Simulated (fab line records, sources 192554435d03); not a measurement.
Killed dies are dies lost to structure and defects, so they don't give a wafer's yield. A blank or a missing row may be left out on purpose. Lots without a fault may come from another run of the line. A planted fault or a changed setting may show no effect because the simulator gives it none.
Which tool did it? | flow n5_finfet | 24 lots, 72 wafers sampled, at 3 steps of a route of 1938

WHAT THE GAUGES READ, wafer by wafer
N5_BEOL_M0_RS_MEAS_126: measures by four-point-probe. Usual: M0_RS 0.531 ohm/sq, standard deviation 0.024.
lot  | measured     | on            | M0_RS (ohm/sq)    | flag
L074 | day 5 23:14  | film_metro-01 | 0.516 0.528 0.498 |
L075 | day 6 04:45  | film_metro-02 | 0.514 0.497 0.543 |
L076 | day 6 13:20  | film_metro-01 | 0.544 0.518 0.499 |
L077 | day 6 20:18  | film_metro-02 | 0.536 0.487 0.542 |
L078 | day 6 21:28  | film_metro-01 | 0.555 0.542 0.516 |
L079 | day 7 03:44  | film_metro-01 | 0.544 0.520 0.518 |
L080 | day 7 14:44  | film_metro-02 | 0.538 0.543 0.521 |
L081 | day 7 16:14  | film_metro-02 | 0.521 0.548 0.546 |
L082 | day 8 06:08  | film_metro-02 | 0.550 0.494 0.530 |
L083 | day 8 06:47  | film_metro-01 | 0.508 0.513 0.513 |
L084 | day 8 21:50  | film_metro-01 | 0.524 0.526 0.545 |
L085 | day 9 09:06  | film_metro-02 | 0.559 0.548 0.546 |
L086 | day 9 13:14  | film_metro-02 | 0.539 0.548 0.521 |
L088 | day 9 16:02  | film_metro-01 | 0.524 0.517 0.500 |
L087 | day 9 16:26  | film_metro-02 | 0.577 0.561 0.538 |
L089 | day 9 20:34  | film_metro-01 | 0.535 0.547 0.578 |
L090 | day 9 23:17  | film_metro-01 | 0.534 0.541 0.532 |
L091 | day 10 08:32 | film_metro-01 | 0.569 0.534 0.558 |
L092 | day 10 12:52 | film_metro-02 | 0.542 0.539 0.529 |
L093 | day 10 21:14 | film_metro-02 | 0.572 0.557 0.560 |
L094 | day 11 03:34 | film_metro-01 | 0.481 0.497 0.485 |
L095 | day 11 05:08 | film_metro-01 | 0.522 0.476 0.480 |
L096 | day 11 09:58 | film_metro-02 | 0.526 0.529 0.541 |
L097 | day 11 20:42 | film_metro-01 | 0.534 0.537 0.492 |

WHICH TOOL RAN EACH LOT (tool, then ch and the chambers of the sampled wafers, then the start)
lot  | N5_BEOL_M0_SPUTTER_141       | N5_BEOL_M0_PRE_CLEAN_131
L074 | pvd_sputter-03, day 5 22:05  | cvd_co-01 ch 1,2, day 5 22:59
L075 | pvd_sputter-03, day 6 03:39  | cvd_co-01 ch 0,2, day 6 04:29
L076 | pvd_sputter-03, day 6 12:14  | cvd_co-02 ch 0, day 6 13:04
L077 | pvd_sputter-01, day 6 19:04  | cvd_co-02 ch 0,1, day 6 20:04
L078 | pvd_sputter-01, day 6 20:19  | cvd_co-01 ch 1,2, day 6 21:14
L079 | pvd_sputter-03, day 7 02:23  | cvd_co-01 ch 0,1,2, day 7 03:31
L080 | pvd_sputter-01, day 7 13:14  | cvd_co-02 ch 1,2, day 7 14:31
L081 | pvd_sputter-01, day 7 14:29  | cvd_co-01 ch 0,1, day 7 16:01
L082 | pvd_sputter-03, day 8 05:05  | cvd_co-02 ch 0,1, day 8 05:55
L083 | pvd_sputter-03, day 8 05:32  | cvd_co-01 ch 0,1,2, day 8 06:34
L084 | pvd_sputter-03, day 8 20:47  | cvd_co-01 ch 1,2, day 8 21:37
L085 | pvd_sputter-03, day 9 08:03  | cvd_co-02 ch 1,2, day 9 08:52
L086 | pvd_sputter-01, day 9 12:05  | cvd_co-02 ch 1,2, day 9 12:59
L088 | pvd_sputter-02, day 9 14:58  | cvd_co-02 ch 0,1, day 9 15:47
L087 | pvd_sputter-02, day 9 15:24  | cvd_co-02 ch 0,1, day 9 16:13
L089 | pvd_sputter-02, day 9 19:20  | cvd_co-02 ch 0,1,2, day 9 20:20
L090 | pvd_sputter-02, day 9 22:13  | cvd_co-01 ch 0,1,2, day 9 23:03
L091 | pvd_sputter-01, day 10 07:27 | cvd_co-02 ch 0,2, day 10 08:16
L092 | pvd_sputter-02, day 10 11:48 | cvd_co-01 ch 1,2, day 10 12:37
L093 | pvd_sputter-03, day 10 19:58 | cvd_co-01 ch 0,1,2, day 10 21:01
L094 | pvd_sputter-01, day 11 02:31 | cvd_co-02 ch 0,1, day 11 03:20
L095 | pvd_sputter-01, day 11 04:05 | cvd_co-02 ch 0,1,2, day 11 04:55
L096 | pvd_sputter-02, day 11 08:25 | cvd_co-02 ch 1,2, day 11 09:44
L097 | pvd_sputter-01, day 11 19:39 | cvd_co-02 ch 0,1, day 11 20:29
- N5_BEOL_M0_SPUTTER_141: material Cu, target thk 4 nm, time 7.37 s.
- N5_BEOL_M0_PRE_CLEAN_131: time 15 s.

WHAT THE TOOLS THEMSELVES READ (means of the sampled wafers that have a number; where no wafer has one, the mark that the record gives instead)
N5_BEOL_M0_SPUTTER_141. Usual: throttle_valve_pct 29.9 %, standard deviation 1.1.
lot  | tool           | throttle_valve_pct (%) | flag
L074 | pvd_sputter-03 | 28.9                   |
L075 | pvd_sputter-03 | 29.0                   |
L076 | pvd_sputter-03 | 30.2                   |
L077 | pvd_sputter-01 | 29.8                   |
L078 | pvd_sputter-01 | 30.2                   |
L079 | pvd_sputter-03 | 29.0                   |
L080 | pvd_sputter-01 | 30.7                   |
L081 | pvd_sputter-01 | 29.7                   |
L082 | pvd_sputter-03 | 30.1                   |
L083 | pvd_sputter-03 | 28.9                   |
L084 | pvd_sputter-03 | 29.9                   |
L085 | pvd_sputter-03 | 29.5                   |
L086 | pvd_sputter-01 | 30.3                   |
L088 | pvd_sputter-02 | 29.4                   |
L087 | pvd_sputter-02 | 30.5                   |
L089 | pvd_sputter-02 | 29.9                   |
L090 | pvd_sputter-02 | 30.1                   |
L091 | pvd_sputter-01 | 29.6                   |
L092 | pvd_sputter-02 | 30.2                   |
L093 | pvd_sputter-03 | 29.6                   |
L094 | pvd_sputter-01 | 30.2                   |
L095 | pvd_sputter-01 | 30.3                   |
L096 | pvd_sputter-02 | 30.3                   |
L097 | pvd_sputter-01 | 30.0                   |

N5_BEOL_M0_PRE_CLEAN_131. Usual: heater_power_w 87 W, standard deviation 22; rf_fwd_power_W 296.6 W, standard deviation 1.6.
lot  | tool      | heater_power_w (W) | rf_fwd_power_W (W) | flag
L074 | cvd_co-01 | 113                | 296.5              |
L075 | cvd_co-01 | 93                 | 297.2              |
L076 | cvd_co-02 | 66                 | 293.6              |
L077 | cvd_co-02 | 69                 | 294.1              |
L078 | cvd_co-01 | 124                | 297.3              |
L079 | cvd_co-01 | 108                | 297.1              |
L080 | cvd_co-02 | 75                 | 299.2              |
L081 | cvd_co-01 | 104                | 295.8              |
L082 | cvd_co-02 | 73                 | 297.0              |
L083 | cvd_co-01 | 110                | 296.9              |
L084 | cvd_co-01 | 123                | 297.0              |
L085 | cvd_co-02 | 74                 | 297.6              |
L086 | cvd_co-02 | 74                 | 299.2              |
L088 | cvd_co-02 | 71                 | 295.9              |
L087 | cvd_co-02 | 70                 | 296.4              |
L089 | cvd_co-02 | 72                 | 296.3              |
L090 | cvd_co-01 | 109                | 297.0              |
L091 | cvd_co-02 | 69                 | 294.7              |
L092 | cvd_co-01 | 126                | 296.6              |
L093 | cvd_co-01 | 110                | 296.4              |
L094 | cvd_co-02 | 71                 | 295.4              |
L095 | cvd_co-02 | 72                 | 295.9              |
L096 | cvd_co-02 | 75                 | 297.6              |
L097 | cvd_co-02 | 74                 | 295.5              |

THE ANSWER, worked out from the rows above alone
Rule: a lot is off if the mean of its wafers that have a number lies more than 3 standard deviations from the usual mean. A lot without any number at a reading at which 4 lots or more have one is off too. The other lots that the step has rows for count as sound. The gauges are gone through in route order, then the tools' own readings, and for those a lot's mean is taken as printed above. The first step at which some lot is off is used, and at that step the reading that is off furthest; a lot without a number counts as furthest.
No lot is off at any reading shown: from this, nothing can be told.

WHAT THE SIMULATOR HAD PUT IN
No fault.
